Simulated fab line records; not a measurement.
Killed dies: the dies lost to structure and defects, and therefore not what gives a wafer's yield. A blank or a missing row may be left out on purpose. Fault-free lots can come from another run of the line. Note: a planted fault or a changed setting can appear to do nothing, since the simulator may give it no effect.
Chamber matching	flow n5 finfet	4 sister chambers for N5_BEOL_M15_ETCH_57 on rie diel-02
The step etches SOC in N2/H2, time 750 s. 4 wafers are shown with their chamber, then 8 later ones without.

## WAFERS PAIRED WITH THEIR CHAMBERS
wafer	chamber	showerhead plenum p Torr (Torr)
L080.1	1	2.64
L080.6	0	2.51
L085.6	3	2.70
L086.4	2	2.49

## WAFERS WITHOUT THEIR CHAMBER
wafer	showerhead plenum p Torr (Torr)
L086.5	2.70
L086.6	2.49
L091.1	2.50
L091.3	2.49
L091.4	2.69
L094.2	2.49
L094.5	2.63
L094.6	2.49

## WHICH CHAMBER EACH ONE RAN IN
wafer	from the rows above	in truth
L086.5	3	3
L086.6	2	2
L091.1	can't be placed: 0 or 2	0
L091.3	2	2
L091.4	3	3
L094.2	2	2
L094.5	1	1
L094.6	2	2
Correct placement for 7 of the 8. From these rows, 1 cannot be placed; in 1 the true chamber is one of the candidates. Placed wrongly: 0.
How it was worked out, from the rows above alone: a wafer's distance from a chamber is the root of the sum, over the readings, of the square of ((its reading less the chamber's mean) divided by the reading's scatter). The wafer belongs to the nearest chamber; if the next one is less than 2 further off, it can't be placed. For every chamber, the mean is computed from those of its wafers that are shown. The scatter: with one shown wafer a chamber, the root of the mean of the squares of how far each hidden wafer lies from its nearest shown one.
